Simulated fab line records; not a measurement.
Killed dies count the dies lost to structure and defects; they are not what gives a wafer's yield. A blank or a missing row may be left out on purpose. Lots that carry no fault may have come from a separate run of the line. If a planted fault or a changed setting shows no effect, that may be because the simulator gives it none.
Chamber matching + flow n5-finfet + 4 sister chambers for N5_FIN_CUT_CUT_ETCH_15 on rie-si-06
The step etches Si in HBr/Cl2/O2, target depth 100 nm, bt time 10 s, time 42.4 s. 18 wafers are shown with their chamber, then 9 later ones without.

## EACH WAFER AND ITS CHAMBER
| wafer  | chamber | throttle-valve-pct (%) | drypump-motor-current-A (A) | oes-product-au (a.u.) |
|--------|---------|------------------------|-----------------------------|-----------------------|
| L074.2 | 2       | 37.7                   | 6.2                         | 0.976                 |
| L074.3 | 0       | 37.8                   | 5.9                         | 1.000                 |
| L074.5 | 0       | 37.8                   | 5.9                         | 0.994                 |
| L076.3 | 0       | 37.8                   | 5.9                         | 0.998                 |
| L076.4 | 3       | 37.1                   | 6.7                         | 0.998                 |
| L076.6 | 1       | 37.0                   | 5.1                         | 1.020                 |
| L077.1 | 1       | 37.0                   | 5.1                         | 1.037                 |
| L077.2 | 0       | 37.8                   | 5.9                         | 0.996                 |
| L077.3 | 3       | 37.1                   | 6.8                         | 0.991                 |
| L084.2 | 2       | 37.7                   | 6.2                         | 0.994                 |
| L084.3 | 0       | 37.8                   | 5.9                         | 1.002                 |
| L084.6 | 2       | 37.7                   | 6.2                         | 0.978                 |
| L088.1 | 3       | 37.2                   | 6.7                         | 0.979                 |
| L088.5 | 2       | 37.7                   | 6.3                         | 0.978                 |
| L088.6 | 3       | 37.2                   | 6.8                         | 0.986                 |
| L090.1 | 1       | 37.0                   | 5.1                         | 1.025                 |
| L090.4 | 3       | 37.1                   | 6.7                         | 0.990                 |
| L090.5 | 2       | 37.7                   | 6.3                         | 0.982                 |

SIGNATURES, as means of the wafers listed above
| reading                 | chamber 0 | chamber 1 | chamber 2 | chamber 3 | scatter within a chamber |
|-------------------------|-----------|-----------|-----------|-----------|--------------------------|
| throttle-valve-pct      | 37.800    | 37.000    | 37.700    | 37.140    | 0.0293                   |
| drypump-motor-current-A | 5.900     | 5.100     | 6.240     | 6.740     | 0.0414                   |
| oes-product-au          | 0.99800   | 1.02733   | 0.98160   | 0.98880   | 0.00654                  |
Rule: a wafer's distance from a chamber is the root of the sum, over the readings, of the square of ((its reading less the chamber's mean) divided by the reading's scatter). If the next closest chamber is less than 2 further off than the closest, the wafer can't be placed; otherwise it belongs to the closest. The scatter: the root of (the sum of the squares of (reading less its chamber's mean) over the shown wafers, divided by (wafers less chambers)).

## WAFERS WITHOUT THEIR CHAMBER
| wafer  | throttle-valve-pct (%) | drypump-motor-current-A (A) | oes-product-au (a.u.) |
|--------|------------------------|-----------------------------|-----------------------|
| L093.2 | 37.8                   | 5.9                         | 0.994                 |
| L093.5 | 37.1                   | 6.7                         | 0.992                 |
| L093.6 | 37.8                   | 5.9                         | 1.003                 |
| L095.3 | 37.7                   | 6.2                         | 0.982                 |
| L095.5 | 37.0                   | 5.1                         | 1.034                 |
| L095.6 | 37.7                   | 6.3                         | 0.981                 |
| L097.2 | 37.1                   | 6.7                         | 0.992                 |
| L097.4 | 37.1                   | 6.8                         | 0.991                 |
| L097.5 | 37.0                   | 5.1                         | 1.029                 |

## WHICH CHAMBER EACH WENT THROUGH
| wafer  | from the rows above | in truth |
|--------|---------------------|----------|
| L093.2 | 0                   | 0        |
| L093.5 | 3                   | 3        |
| L093.6 | 0                   | 0        |
| L095.3 | 2                   | 2        |
| L095.5 | 1                   | 1        |
| L095.6 | 2                   | 2        |
| L097.2 | 3                   | 3        |
| L097.4 | 3                   | 3        |
| L097.5 | 1                   | 1        |
Placed correctly: 9 of 9. Not placeable from these rows: 0. Placed wrongly: 0.
